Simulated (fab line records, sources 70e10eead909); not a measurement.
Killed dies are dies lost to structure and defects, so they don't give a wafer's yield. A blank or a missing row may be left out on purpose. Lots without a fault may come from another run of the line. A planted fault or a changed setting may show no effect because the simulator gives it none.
Which tool did it? | flow nand_harc | 7 lots, 21 wafers sampled, at 3 steps of a route of 1302

WHAT THE GAUGES READ, wafer by wafer
NHARC_A_BLC_CD_MEAS_10: target cd 100 nm.
lot  | measured     | on        | cd_nm (nm)
L579 | day 26 05:57 | cd_sem-02 | - - -
L581 | day 26 11:28 | cd_sem-03 | - - -
L582 | day 28 00:43 | cd_sem-02 | 99.6 100.0 99.6
L583 | day 28 21:27 | cd_sem-03 | 100.2 99.9 99.6
L587 | day 29 18:47 | cd_sem-03 | 100.3 99.8 99.7
L590 | day 31 00:39 | cd_sem-02 | 100.5 100.6 100.4
L592 | day 31 21:49 | cd_sem-02 | 100.2 100.0 100.5

WHICH TOOL RAN EACH LOT (tool, then ch and the chambers of the sampled wafers, then the start)
lot  | NHARC_A_CONTACT_CMP_20        | NHARC_A_BLC_EXPOSE_07
L579 | cmp-03 ch 0,1,2, day 26 05:07 | arfi_scanner-03, day 26 05:49
L581 | cmp-02 ch 0,1,2, day 26 10:43 | arfi_scanner-02, day 26 11:20
L582 | cmp-02 ch 0,2,3, day 27 23:48 | arfi_scanner-03 ch 0, day 28 00:34
L583 | cmp-02 ch 0,2,3, day 28 20:43 | arfi_scanner-02 ch 0, day 28 21:19
L587 | cmp-03 ch 0,2,3, day 29 18:00 | arfi_scanner-01 ch 0, day 29 18:38
L590 | cmp-02 ch 0,2,3, day 30 23:43 | arfi_scanner-01 ch 0, day 31 00:31
L592 | cmp-04 ch 0,2,3, day 31 20:55 | arfi_scanner-03 ch 0, day 31 21:41
- NHARC_A_CONTACT_CMP_20: polishes, t overpolish 30 s, target thk 300 nm.
- NHARC_A_BLC_EXPOSE_07: exposes mask A BLC, target cd 100 nm.

THE ANSWER, worked out from the rows above alone
Rule: what is usual is taken from the lots themselves. Put in order of their means at a reading, lots are off if they are a third of the lots or fewer, leave a main group of 4 or more, and stand apart from it by a gap of 3 or more times the standard deviation of the main group's means; of several such gaps the widest counts. A main group whose means are all the same, to the digits that the tables above print for the reading, isn't used. A lot without any number at a reading at which 4 lots or more have one is off too. The other lots that the step has rows for count as sound.
Off: L579, L581, at NHARC_A_BLC_CD_MEAS_10 (cd_nm). Without a number there: L579, L581. The main group: mean 100.1 nm, standard deviation 0.27.
A tool fits if, at a process step before that reading, it ran every lot that is off, and no sound lot after the first of them. The gauges at NHARC_A_BLC_CD_MEAS_10 are tried like those tools. None of those tried fits.

WHAT THE SIMULATOR HAD PUT IN
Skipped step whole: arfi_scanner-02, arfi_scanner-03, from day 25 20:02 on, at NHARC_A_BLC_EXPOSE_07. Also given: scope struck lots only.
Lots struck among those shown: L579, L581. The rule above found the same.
